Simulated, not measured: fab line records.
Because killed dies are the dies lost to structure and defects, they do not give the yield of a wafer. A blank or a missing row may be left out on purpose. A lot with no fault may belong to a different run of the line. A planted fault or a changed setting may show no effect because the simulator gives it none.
Which tool was responsible? -- flow n5Finfet -- 7 lots, 19 wafers sampled, at 4 steps of a route of 1938

WHAT EACH GAUGE READ, for each wafer
N5_BEOL_M14_OCD_MEAS_35.
lot,measured,on,trenchDepthNm (nm)
L554,day 12 15:05,ocd-01,563 567 550
L553,day 13 02:11,ocd-01,551 552 565
L557,day 14 10:04,ocd-02,780
L563,day 14 23:10,ocd-01,545 569 554
L564,day 15 12:37,ocd-01,562 558 568
L566,day 15 19:19,ocd-02,541 559 561
L568,day 16 18:40,ocd-01,564 547 562

TOOL THAT RAN EACH LOT (tool first, then ch and the chambers of the sampled wafers, then the start)
lot,N5_BEOL_M14_ETCH_59,N5_BEOL_M14_ETCH_67,N5_BEOL_M14_TRENCH_ETCH_34
L554,"rieDiel-03 ch 1,2,3, day 12 13:40","rieDiel-01 ch 1,2,3, day 12 14:31","rieDiel-01 ch 1,2,3, day 12 14:56"
L553,"rieDiel-03 ch 0,1,2, day 13 00:13","rieDiel-01 ch 0,2,3, day 13 01:37","rieDiel-01 ch 0,2,3, day 13 02:02"
L557,"rieDiel-03 ch 0, day 14 08:20","rieDiel-01 ch 0, day 14 09:33","rieDiel-01 ch 0, day 14 09:57"
L563,"rieDiel-06 ch 0,1,2, day 14 21:37","rieDiel-03 ch 0,1,3, day 14 22:36","rieDiel-03 ch 0,1,3, day 14 23:01"
L564,"rieDiel-06 ch 0,1,3, day 15 11:10","rieDiel-03 ch 0,2,3, day 15 12:03","rieDiel-03 ch 0,2,3, day 15 12:28"
L566,"rieDiel-06 ch 0,2,3, day 15 17:33","rieDiel-06 ch 1,2,3, day 15 18:44","rieDiel-06 ch 1,2,3, day 15 19:10"
L568,"rieDiel-06 ch 1,3, day 16 17:14","rieDiel-06 ch 1,2,3, day 16 18:05","rieDiel-06 ch 1,2,3, day 16 18:31"
- N5_BEOL_M14_ETCH_59: etches BARC in N2/H2, target depth 89 nm, overetch 26.7 nm, time 67.9 s.
- N5_BEOL_M14_ETCH_67: etches SiARC in CF4, target depth 143 nm, time 238.3 s.
- N5_BEOL_M14_TRENCH_ETCH_34: etches SiO2 in C4F8/O2/Ar, target depth 556.65 nm, time 126.9 s.

THE ANSWER, worked out from the rows above alone
Rule: usual is defined by the lots themselves. The widest of any qualifying gaps counts: lots, ordered by their means at a reading, are off when they make up no more than a third of the lots, leave a main group of 4 or more, and stand apart from it by 3 or more times the standard deviation of that group's means. A main group is skipped when, at the precision printed for the reading in the tables above, its means are all equal. Also off: a lot with no number at a reading for which 4 or more lots have one. The other lots that the step has rows for count as sound.
Off: L557 (N5_BEOL_M14_OCD_MEAS_35, trenchDepthNm). The main group has a mean of 558 nm with a standard deviation of 2.9.
If a tool, at a process step before that reading, ran all the lots that are off and no sound lot after the first of them, it fits. Gauges at N5_BEOL_M14_OCD_MEAS_35: tried the same way as those tools. This does not decide it: 2 tools fit, namely rieDiel-03 at N5_BEOL_M14_ETCH_59 and rieDiel-01 at N5_BEOL_M14_ETCH_67 and N5_BEOL_M14_TRENCH_ETCH_34.

WHAT THE SIMULATOR PUT IN
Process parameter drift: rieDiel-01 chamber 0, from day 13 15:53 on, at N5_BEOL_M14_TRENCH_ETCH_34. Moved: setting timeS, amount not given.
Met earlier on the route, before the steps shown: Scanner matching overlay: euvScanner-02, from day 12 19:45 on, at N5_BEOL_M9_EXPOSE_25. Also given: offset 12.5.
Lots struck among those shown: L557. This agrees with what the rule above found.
